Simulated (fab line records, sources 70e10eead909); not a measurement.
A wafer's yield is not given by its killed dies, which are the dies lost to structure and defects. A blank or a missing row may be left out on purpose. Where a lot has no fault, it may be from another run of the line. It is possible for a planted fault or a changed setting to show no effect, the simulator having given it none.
Chamber matching :: flow nandHarc :: 4 sister chambers for NHARC_A_STAIRCASE_ETCH_253 on rieDiel-03
The step etches the open film in C4F8/O2, target depth 50 nm, time 20.2 s. 14 wafers are shown with their chamber, then 7 later ones without.

## WAFERS, EACH WITH ITS CHAMBER
wafer: L079.1
chamber: 1
rfVppV (V): 906
rfFwdPowerW (W): 594
oesProductAu (a.u.): 0.954

wafer: L079.5
chamber: 1
rfVppV (V): 906
rfFwdPowerW (W): 589
oesProductAu (a.u.): 0.952

wafer: L079.6
chamber: 0
rfVppV (V): 905
rfFwdPowerW (W): 586
oesProductAu (a.u.): 0.953

wafer: L081.2
chamber: 2
rfVppV (V): 900
rfFwdPowerW (W): 586
oesProductAu (a.u.): 0.962

wafer: L081.3
chamber: 1
rfVppV (V): 905
rfFwdPowerW (W): 589
oesProductAu (a.u.): 0.966

wafer: L081.4
chamber: 3
rfVppV (V): 900
rfFwdPowerW (W): 591
oesProductAu (a.u.): 0.986

wafer: L080.1
chamber: 2
rfVppV (V): 898
rfFwdPowerW (W): 589
oesProductAu (a.u.): 0.963

wafer: L080.4
chamber: 3
rfVppV (V): 900
rfFwdPowerW (W): 589
oesProductAu (a.u.): 0.952

wafer: L080.5
chamber: 2
rfVppV (V): 900
rfFwdPowerW (W): 588
oesProductAu (a.u.): 0.960

wafer: L084.1
chamber: 0
rfVppV (V): 905
rfFwdPowerW (W): 588
oesProductAu (a.u.): 0.960

wafer: L084.2
chamber: 2
rfVppV (V): 898
rfFwdPowerW (W): 588
oesProductAu (a.u.): 0.981

wafer: L084.6
chamber: 0
rfVppV (V): 906
rfFwdPowerW (W): 592
oesProductAu (a.u.): 0.953

wafer: L083.1
chamber: 0
rfVppV (V): 905
rfFwdPowerW (W): 590
oesProductAu (a.u.): 0.954

wafer: L083.2
chamber: 1
rfVppV (V): 905
rfFwdPowerW (W): 594
oesProductAu (a.u.): 0.957

SIGNATURES, as means of the wafers listed above
reading: rfVppV
chamber 0: 905.25
chamber 1: 905.50
chamber 2: 899.00
chamber 3: 900.00
scatter within a chamber: 0.758

reading: rfFwdPowerW
chamber 0: 589.00
chamber 1: 591.50
chamber 2: 587.75
chamber 3: 590.00
scatter within a chamber: 2.27

reading: oesProductAu
chamber 0: 0.95500
chamber 1: 0.95725
chamber 2: 0.96650
chamber 3: 0.96900
scatter within a chamber: 0.0101
Rule: a wafer lies at a distance from a chamber equal to the root of the sum of squares, over the readings, of (its reading less the chamber's mean, divided by the reading's scatter). The wafer belongs to the nearest chamber; if the next one is less than 2 further off, it can't be placed. The scatter: take each reading less its chamber's mean, square it, sum over the shown wafers, divide by the number of wafers less the number of chambers, and take the root.

## WAFERS WHOSE CHAMBER IS MISSING
wafer: L083.4
rfVppV (V): 899
rfFwdPowerW (W): 586
oesProductAu (a.u.): 0.944

wafer: L085.2
rfVppV (V): 904
rfFwdPowerW (W): 592
oesProductAu (a.u.): 0.939

wafer: L085.4
rfVppV (V): 899
rfFwdPowerW (W): 586
oesProductAu (a.u.): 0.953

wafer: L085.5
rfVppV (V): 905
rfFwdPowerW (W): 590
oesProductAu (a.u.): 0.945

wafer: L092.2
rfVppV (V): 904
rfFwdPowerW (W): 590
oesProductAu (a.u.): 0.946

wafer: L092.5
rfVppV (V): 903
rfFwdPowerW (W): 591
oesProductAu (a.u.): 0.949

wafer: L092.6
rfVppV (V): 899
rfFwdPowerW (W): 590
oesProductAu (a.u.): 0.961

## THE CHAMBER EACH PASSED THROUGH
wafer: L083.4
from the rows above: can't be placed: 2 or 3
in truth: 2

wafer: L085.2
from the rows above: can't be placed: 0 or 1
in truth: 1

wafer: L085.4
from the rows above: can't be placed: 2 or 3
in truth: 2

wafer: L085.5
from the rows above: can't be placed: 0 or 1
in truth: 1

wafer: L092.2
from the rows above: can't be placed: 0 or 1
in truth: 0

wafer: L092.5
from the rows above: can't be placed: 0 or 1 or 3
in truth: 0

wafer: L092.6
from the rows above: can't be placed: 2 or 3
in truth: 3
Correct placement for 0 of the 7. From these rows, 7 cannot be placed; in 7 the true chamber is one of the candidates. Wrongly placed: 0.
